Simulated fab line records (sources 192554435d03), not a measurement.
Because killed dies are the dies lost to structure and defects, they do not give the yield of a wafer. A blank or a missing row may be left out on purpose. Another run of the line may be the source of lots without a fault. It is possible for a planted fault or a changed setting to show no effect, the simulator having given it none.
Split-lot experiment ; flow n5 finfet ; 21 wafers read across 7 lots, on a route 1938 steps long

## ABOUT THE SPLIT
At N5_BEOL_M15_COAT_60 (time 60 s, resist thk 89 nm), the setting spin rpm was moved away from the recipe's 1500 rpm on 14 of the 21 wafers read, by -10.9% to -3.4%. For the rest of the wafers, this setting stayed at what the recipe calls for.

Between the split and the reading, the file records no step.

## THE READING
etch.depth nm (the simulator's own value, which no gauge read), in nm, at N5_BEOL_M15_ETCH_61 (etches BARC in N2/H2, target depth 89 nm, overetch 26.7 nm, time 67.9 s). The file does not state a usual value for it. Average 89.13 nm, standard deviation 0.15 nm, over the 7 wafers here run with the recipe.

wafer;tool, chamber at the split;spin rpm as run, rpm;against the recipe;etch.depth nm, nm;against lot-mates on the recipe
L082.2;litho track-04, 0;1500;recipe;89.32;-
L082.4;litho track-04, 0;1449;-3.4%;90.62;+1.30
L082.6;litho track-04, 0;1449;-3.4%;90.71;+1.39
L080.1;litho track-04, 0;1336;-10.9%;94.32;no lot-mate on the recipe
L080.3;litho track-04, 0;1336;-10.9%;94.73;no lot-mate on the recipe
L080.6;litho track-04, 0;1336;-10.9%;94.66;no lot-mate on the recipe
L083.2;litho track-05, 0;1379;-8.1%;93.12;no lot-mate on the recipe
L083.3;litho track-05, 0;1379;-8.1%;93.12;no lot-mate on the recipe
L083.5;litho track-05, 0;1379;-8.1%;92.94;no lot-mate on the recipe
L084.3;litho track-05, 0;1432;-4.5%;90.8;no lot-mate on the recipe
L084.4;litho track-05, 0;1432;-4.5%;90.92;no lot-mate on the recipe
L084.5;litho track-05, 0;1432;-4.5%;91;no lot-mate on the recipe
L088.1;litho track-05, 0;1354;-9.7%;93.68;+4.68
L088.3;litho track-05, 0;1500;recipe;89.12;-
L088.5;litho track-05, 0;1500;recipe;88.88;-
L097.1;litho track-04, 0;1369;-8.7%;93.43;+4.08
L097.4;litho track-04, 0;1500;recipe;89.35;-
L097.6;litho track-04, 0;1369;-8.7%;93.46;+4.11
L096.1;litho track-05, 0;1500;recipe;89.16;-
L096.2;litho track-05, 0;1500;recipe;89.03;-
L096.5;litho track-05, 0;1500;recipe;89.06;-

THE FIT
A straight line over all 21 wafers: etch.depth nm changes by -0.494 nm for each +1% of spin rpm; r = -1.00; the points scatter about the line by 0.22 nm.
The same after taking each lot's own level away (the mean of its wafers on the recipe; 12 wafers): -0.472 nm for each +1%; r = -1.00; scatter 0.13 nm.
According to that fit, moving spin rpm by its largest amount changes the reading by 5.2 nm.
Measured against the standard deviation above, the lots' own levels, which go from 89.000 to 89.350 nm, span 2.3 times it.
The two slopes agree, so the slope changes little with the lot-to-lot level.
Check: for one of the wafers moved furthest among these (-9.7%), held out of the fit, the line's prediction against its lot-mates is +4.48 nm. Against them it came out at +4.68 nm.

## THE OTHER SPLITS THESE WAFERS WENT THROUGH
Other splits were also applied to these wafers ahead of the reading. Each is held against what the fit with the lots' levels taken away leaves over:
other split on the same wafers;wafers away from the commonest value;r with etch.depth nm (lot level and that fit taken away)
N5_BEOL_M15_COAT_58 spin rpm;7;+0.13

## THE WHOLE CHAIN: every reading that the file lists as answering this split, in the file's order
step;what it does;reading;change (the file's fit);r (the file's)
N5_BEOL_M15_COAT_60;time 60 s, resist thk 89 nm;BARC_of_BEOL_M15_COAT_60.thk nm (the simulator's own value, which no gauge read);-0.461 nm for each +1% of the setting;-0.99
N5_BEOL_M15_ETCH_61;etches BARC in N2/H2, target depth 89 nm, overetch 26.7 nm, time 67.9 s;etch.depth nm (the simulator's own value, which no gauge read);-0.47 nm for each +1% of the setting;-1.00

## THE FILE'S OWN FIT
etch.depth nm changes by -0.47 nm for each +1% of spin rpm, r = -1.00.
